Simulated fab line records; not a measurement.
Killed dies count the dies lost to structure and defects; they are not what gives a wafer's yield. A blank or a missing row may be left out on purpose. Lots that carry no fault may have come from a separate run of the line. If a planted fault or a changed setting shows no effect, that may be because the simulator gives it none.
fab line records    flow nandHarc
[record] lots = 13  wafers = 39  lastDay = 32
route steps=1302 shown P_GATE@170
lots untouched by any fault: they come from a run of this same line in which no faults occurred
startH: hours from the record's first day to the start of the lot's first wafer shown    waitH: hours from the lot's prior step to this one    " same as the row above    L1.1+2: a row that stands for several wafers    - no value, or no start given    * or withheld: withheld    < > ~ a bound
route shown NAME@n: NAME is a module with steps in the file, n the number in the route of the first one    usual: mean and standard deviation over wafers with no fault    same: alike in all rows    chamber/n: place in a boat    sites: readings site by site    _std_site: how widely they spread, as a standard deviation    _edge_site: mean of outer sites minus mean of inner sites    radiusMm: for every site, how far away it sits from the centre of the wafer    mask NAME#n: copy n    behind: the last tool/chamber to shape the wafer    hold: why the lot went on hold/how many hours it stayed there/how the hold came to an end    device: names the non-switching transistor (n, p or np)    end of line: the route-end tests of the same wafers    a step given without rows: its recipe and nothing more    killed: count of dies lost to structure and defects at first sort (not the wafer's yield)    map: shows each die of a wafer: x if killed, . if not, _ if none is there
set.NAME: setting as actually run; set.NAME@STEP: the setting as run at that earlier step    model.NAME: the simulator's own value behind a step, which no gauge read
one table for each step of the route and one row for each wafer, over a sample of lots
services: when a tool's chamber went out of use (startH, in hours from the record's first day, below 0 if earlier), for how many hours, and the reason
[[steps]]
[step NHARC_P_GATE_CD_MEAS_46]
[recipe] targetCdNm = 720  landingEnergyEv = 500
[usual] cdNm = 720.5/2.7
lot.wafer  tool      chamber  startH  waitH  cdNm
L885.1     cdSem-03  0        124.20  -      717.4
L885.4     "         0        "       "      720.5
L885.5     "         0        "       "      719.1
L886.1     cdSem-03  0        126.69  -      718.8
L886.4     "         0        "       "      720.8
L886.5     "         0        "       "      719.7
L887.2     cdSem-01  0        137.06  -      726.3
L887.4     "         0        "       "      720.4
L887.5     "         0        "       "      724.8
L888.1     cdSem-02  0        151.96  -      722.0
L888.2     "         0        "       "      721.7
L888.6     "         0        "       "      723.8
L889.2     cdSem-02  0        157.08  -      719.3
L889.4     "         0        "       "      719.9
L889.5     "         0        "       "      722.2
L891.1     cdSem-03  0        176.46  -      720.1
L891.4     "         0        "       "      718.9
L891.5     "         0        "       "      718.9
L892.3     cdSem-01  0        191.06  -      722.9
L892.4     "         0        "       "      723.6
L892.5     "         0        "       "      723.9
L893.3     cdSem-03  0        199.61  -      715.9
L893.4     "         0        "       "      720.3
L893.6     "         0        "       "      723.0
L894.1     cdSem-02  0        213.10  -      720.8
L894.4     "         0        "       "      720.4
L894.5     "         0        "       "      720.1
L895.2     cdSem-03  0        219.18  -      722.7
L895.3     "         0        "       "      723.8
L895.6     "         0        "       "      722.9
L896.1     cdSem-01  0        232.04  -      722.3
L896.3     "         0        "       "      722.4
L896.4     "         0        "       "      720.0
L906.1     cdSem-01  0        327.88  -      716.2
L906.4     "         0        "       "      716.9
L906.6     "         0        "       "      715.4
L907.1     cdSem-01  0        335.25  -      720.8
L907.3     "         0        "       "      723.5
L907.5     "         0        "       "      723.5
[step NHARC_P_GATE_STRIP_75]
[recipe] powerW = 1500  tempC = 250  chemistry = O2
[usual] drypumpMotorCurrentA = 5.16/0.26  heaterPowerW = 346/28
lot.wafer  tool            chamber  startH  waitH  drypumpMotorCurrentA  heaterPowerW  rfHoursCounterH
L885.1     plasmaAsher-02  1        125.05  0.2    4.85                  343           7
L885.4     "               0        "       "      5.20                  317           -
L885.5     "               1        "       "      4.82                  346           -
L886.1     plasmaAsher-02  1        127.54  0.2    4.90                  358           8
L886.4     "               0        "       "      5.20                  324           -
L886.5     "               1        "       "      4.87                  353           -
L887.2     plasmaAsher-01  0        137.90  0.3    5.06                  340           30
L887.4     "               1        "       "      5.56                  377           -
L887.5     "               1        "       "      5.56                  387           -
L888.2     plasmaAsher-01  0        152.78  0.2    5.03                  337           33
L888.1     "               1        "       "      5.56                  383           33
L888.6     "               0        "       "      5.02                  340           -
L889.2     plasmaAsher-02  1        157.95  0.2    4.88                  350           16
L889.4     "               1        "       "      4.92                  361           -
L889.5     "               1        "       "      4.89                  359           -
L891.1     plasmaAsher-01  1        177.30  0.2    5.57                  393           1
L891.4     "               1        "       "      5.55                  389           -
L891.5     "               1        "       "      5.57                  400           -
L892.4     plasmaAsher-02  0        191.94  0.2    5.20                  316           -
L892.3     "               1        "       "      4.89                  350           -
L892.5     "               1        "       "      4.87                  355           -
L893.3     plasmaAsher-02  0        200.45  0.2    5.19                  317           -
L893.4     "               1        "       "      4.85                  350           -
L893.6     "               1        "       "      4.88                  353           -
L894.1     plasmaAsher-02  0        213.94  0.2    5.21                  319           26
L894.4     "               0        "       "      5.19                  316           -
L894.5     "               0        "       "      5.20                  309           -
L895.2     plasmaAsher-01  1        220.02  0.2    5.57                  387           9
L895.3     "               1        "       "      5.57                  393           -
L895.6     "               0        "       "      5.03                  325           -
L896.1     plasmaAsher-02  0        232.87  0.3    5.22                  323           30
L896.4     "               0        "       "      5.21                  332           -
L896.3     "               1        "       "      4.88                  346           -
L906.1     plasmaAsher-01  0        328.71  0.3    5.00                  328           33
L906.4     "               0        "       "      5.06                  338           -
L906.6     "               1        "       "      5.57                  402           -
L907.1     plasmaAsher-02  0        336.09  0.2    5.21                  306           18
L907.3     "               0        "       "      5.21                  313           -
L907.5     "               0        "       "      5.21                  301           -
[step NHARC_P_GATE_EXPOSE_56]
[recipe] na = 0.6  targetCdNm = 720  doseMj = 14.81  maskId = P_PSD
lot.wafer   tool           chamber  startH  waitH  mask
L885.1+4+5  krfScanner-04  0        125.69  -      P_PSD#0
L886.1+4+5  krfScanner-04  0        128.20  -      P_PSD#0
L887.2+4+5  krfScanner-03  0        138.67  -      P_PSD#0
L888.1+2+6  krfScanner-04  0        153.55  -      P_PSD#0
L889.2+4+5  krfScanner-03  0        158.71  -      P_PSD#0
L891.1+4+5  krfScanner-01  0        178.06  -      P_PSD#0
L892.3+4+5  krfScanner-04  0        192.70  -      P_PSD#0
L893.3+4+6  krfScanner-04  0        201.09  -      P_PSD#0
L894.1+4+5  krfScanner-01  0        214.69  -      P_PSD#0
L895.2+3+6  krfScanner-03  0        220.78  -      P_PSD#0
L896.1+3+4  krfScanner-04  0        233.65  -      P_PSD_R1#0
L906.1+4+6  krfScanner-01  0        329.48  -      P_PSD#0
L907.1+3+5  krfScanner-03  0        336.85  -      P_PSD#0
[step NHARC_P_GATE_CD_MEAS_59]
[recipe] targetCdNm = 720  landingEnergyEv = 500
[usual] cdNm = 719.4/2
lot.wafer  tool      chamber  startH  waitH  hold                     cdNm
L885.1     cdSem-01  0        125.85  -      -                        720.9
L885.4     "         0        "       "      -                        720.0
L885.5     "         0        "       "      -                        716.6
L886.1     cdSem-01  0        128.36  -      -                        721.1
L886.4     "         0        "       "      -                        721.2
L886.5     "         0        "       "      -                        717.4
L887.2     cdSem-02  0        138.82  -      -                        721.9
L887.4     "         0        "       "      -                        716.3
L887.5     "         0        "       "      -                        719.7
L888.1     cdSem-01  0        153.71  -      -                        721.1
L888.2     "         0        "       "      -                        721.4
L888.6     "         0        "       "      -                        719.7
L889.2     cdSem-01  0        158.87  -      -                        721.8
L889.4     "         0        "       "      -                        721.2
L889.5     "         0        "       "      -                        721.4
L891.1     cdSem-01  0        178.22  -      -                        717.2
L891.4     "         0        "       "      -                        719.8
L891.5     "         0        "       "      -                        719.5
L892.3     cdSem-01  0        192.85  -      -                        721.2
L892.4     "         0        "       "      -                        718.2
L892.5     "         0        "       "      -                        721.0
L893.3     cdSem-02  0        201.24  -      -                        717.5
L893.4     "         0        "       "      -                        720.2
L893.6     "         0        "       "      -                        719.6
L894.1     cdSem-03  0        214.85  -      -                        721.6
L894.4     "         0        "       "      -                        718.1
L894.5     "         0        "       "      -                        720.1
L895.2     cdSem-01  0        220.94  -      -                        716.3
L895.3     "         0        "       "      -                        717.8
L895.6     "         0        "       "      -                        720.6
L896.1     cdSem-02  0        233.80  -      awaitDispo/0.2h/release  752.5
L896.3     "         0        "       "      awaitDispo/0.2h/release  754.0
L896.4     "         0        "       "      awaitDispo/0.2h/release  750.8
L896.1     cdSem-02  0        -       -      -                        752.4
L896.3     "         0        "       "      -                        753.8
L896.4     "         0        "       "      -                        751.1
L906.1     cdSem-01  0        329.64  -      -                        719.5
L906.4     "         0        "       "      -                        718.4
L906.6     "         0        "       "      -                        719.2
L907.1     cdSem-01  0        337.01  -      -                        719.7
L907.3     "         0        "       "      -                        716.0
L907.5     "         0        "       "      -                        718.0
[step NHARC_P_GATE_DESCUM_93]
[recipe] timeS = 3  o2FlowSccm = 200  arFlowSccm = 0  biasPowerW = 0  chemistry = O2
[usual] drypumpMotorCurrentA = 5.8/0.39  oesProductAu = 1.004/0.012  rfVppV = 57.8/0.87  showerheadPlenumPTorr = 1.94/0.092  throttleValvePct = 11.311/0.0089
lot.wafer  tool        chamber  startH  waitH  drypumpMotorCurrentA  oesProductAu  rfHoursCounterH  rfVppV  showerheadPlenumPTorr  throttleValvePct
L885.1     rieDiel-01  1        127.62  -      5.7                   0.990         5                58.9    2.02                   11.333
L885.4     "           2        "       "      5.4                   0.984         5                58.5    2.00                   11.312
L885.5     "           2        "       "      5.4                   1.000         -                57.2    2.00                   11.314
L886.4     rieDiel-01  1        130.25  -      5.7                   0.990         5                57.5    2.02                   11.309
L886.1     "           2        "       "      5.3                   0.987         5                57.9    2.00                   11.312
L886.5     "           2        "       "      5.3                   0.992         -                57.1    2.00                   11.306
L887.4     rieDiel-01  3        140.71  -      6.0                   0.998         5                57.8    1.81                   11.300
L887.2     "           0        "       "      5.5                   1.015         5                58.0    1.84                   11.287
L887.5     "           3        "       "      6.0                   0.998         -                57.5    1.81                   11.315
L888.1     rieDiel-01  0        155.46  -      5.5                   1.001         6                57.9    1.84                   11.319
L888.2     "           2        "       "      5.4                   0.989         6                59.0    2.00                   11.311
L888.6     "           3        "       "      6.0                   1.002         -                59.1    1.81                   11.315
L889.4     rieDiel-01  0        160.63  -      5.4                   1.003         6                58.0    1.84                   11.323
L889.2     "           2        "       "      5.4                   0.989         6                58.7    2.00                   11.306
L889.5     "           3        "       "      6.0                   0.989         -                57.4    1.81                   11.302
L891.1     rieDiel-01  0        180.12  -      5.5                   1.011         7                56.6    1.84                   11.309
L891.4     "           1        "       "      5.8                   0.990         8                58.9    2.02                   11.282
L891.5     "           3        "       "      6.0                   1.012         -                57.1    1.81                   11.312
L892.3     rieDiel-13  1        194.61  -      6.0                   1.014         1                57.3    1.95                   11.320
L892.4     "           3        "       "      5.5                   0.996         1                57.2    1.79                   11.301
L892.5     "           1        "       "      6.0                   1.010         -                57.8    1.94                   11.321
L893.3     rieDiel-05  1        203.01  -      6.3                   1.026         0                57.5    1.93                   11.305
L893.4     "           2        "       "      6.3                   0.985         12               57.3    2.05                   11.317
L893.6     "           0        "       "      5.1                   0.995         -                58.3    2.02                   11.297
L894.4     rieDiel-13  3        216.63  -      5.5                   0.990         3                57.2    1.79                   11.324
L894.1     "           0        "       "      5.8                   0.996         3                58.1    1.85                   11.316
L894.5     "           3        "       "      5.5                   1.002         -                57.3    1.79                   11.305
L895.2     rieDiel-05  0        222.68  -      5.1                   1.004         12               58.4    2.02                   11.308
L895.3     "           2        "       "      6.3                   0.980         12               58.5    2.05                   11.307
L895.6     "           3        "       "      6.3                   1.012         -                57.6    2.03                   11.301
L896.4     rieDiel-13  0        238.37  -      5.8                   1.011         4                59.0    1.85                   11.305
L896.1     "           1        "       "      6.0                   1.024         5                57.6    1.94                   11.312
L896.3     "           2        "       "      5.7                   1.021         6                57.5    2.00                   11.335
L906.1     rieDiel-13  2        331.51  -      5.6                   1.012         12               58.6    2.00                   11.299
L906.4     "           0        "       "      5.8                   0.996         12               57.1    1.84                   11.310
L906.6     "           2        "       "      5.7                   1.001         -                58.1    2.00                   11.319
L907.1     rieDiel-01  3        339.04  -      6.0                   0.995         9                58.8    1.80                   11.324
L907.3     "           1        "       "      5.7                   1.006         7                57.8    2.02                   11.298
L907.5     "           2        "       "      5.4                   1.001         -                57.5    1.99                   11.309
[[services]]
tool            chamber  startH  hours  kind
plasmaAsher-01  -        105.05  0.5    repair
rieDiel-13      0        113.11  3.9    repair
rieDiel-13      1        116.26  6.8    repair
rieDiel-13      3        126.72  3.4    repair
krfScanner-01   -        140.02  4.0    pm
rieDiel-13      -        165.00  9.0    pm
plasmaAsher-01  -        165.08  9.0    pm
krfScanner-04   -        175.45  0.7    repair
krfScanner-04   -        182.00  4.0    pm
krfScanner-03   -        184.30  1.6    repair
rieDiel-05      2        187.13  9.8    repair
krfScanner-04   -        195.65  0.7    repair
rieDiel-01      -        203.82  9.0    pm
rieDiel-05      1        206.05  36.7   repair
krfScanner-03   -        224.00  4.0    pm
plasmaAsher-02  -        249.13  9.0    pm
krfScanner-04   -        251.34  0.5    repair
rieDiel-13      -        254.43  1.1    repair
krfScanner-04   -        301.87  1.8    repair
krfScanner-03   -        302.25  0.4    repair
krfScanner-01   -        312.02  4.0    pm
plasmaAsher-02  -        312.91  0.8    repair
plasmaAsher-01  -        331.40  9.0    repair
krfScanner-01   -        334.31  5.6    repair
[[key]]
[firstSign] step = NHARC_P_GATE_EXPOSE_56  reading = mask  direction = changed
[effect] step = NHARC_P_GATE_CD_MEAS_59  reading = visit  direction = added
[effect] step = NHARC_P_GATE_CD_MEAS_59  reading = cdNm  direction = up  sigmas = 17  usual = 719.4  struck = 752.4
metAt NHARC_P_GATE_EXPOSE_56
struckLots L896
rowsEnd L896.3
sortLeftOut L896.1,L896.4
testerLeftOut L896
notActingAt NHARC_P_GATE_CD_MEAS_46,NHARC_P_GATE_STRIP_75,NHARC_P_GATE_DESCUM_93
onsetBetween 201.09 233.65
[fault] kind = wrongMask  tool = any  chamber = -  onsetH = 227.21  steps = NHARC_P_GATE_EXPOSE_56  auxCopy = P_PSD_R1#0  cdOffsetNm = 33.621  scope = struckLotsOnly
// testerLeftOut: of these lots the tester's yield and bins aren't shown, on N5 and GAA mostly nor the transistor test; their killed dies are dies lost to structure and defects alone, not to doping, threshold or leakage, so they don't give the yield
// sortLeftOut: the simulated sort isn't trusted on such a fault, so these wafers' sort isn't shown, and their yield isn't known
// rowsEnd: these wafers met a further fault down the route, and their rows from its step on are left out
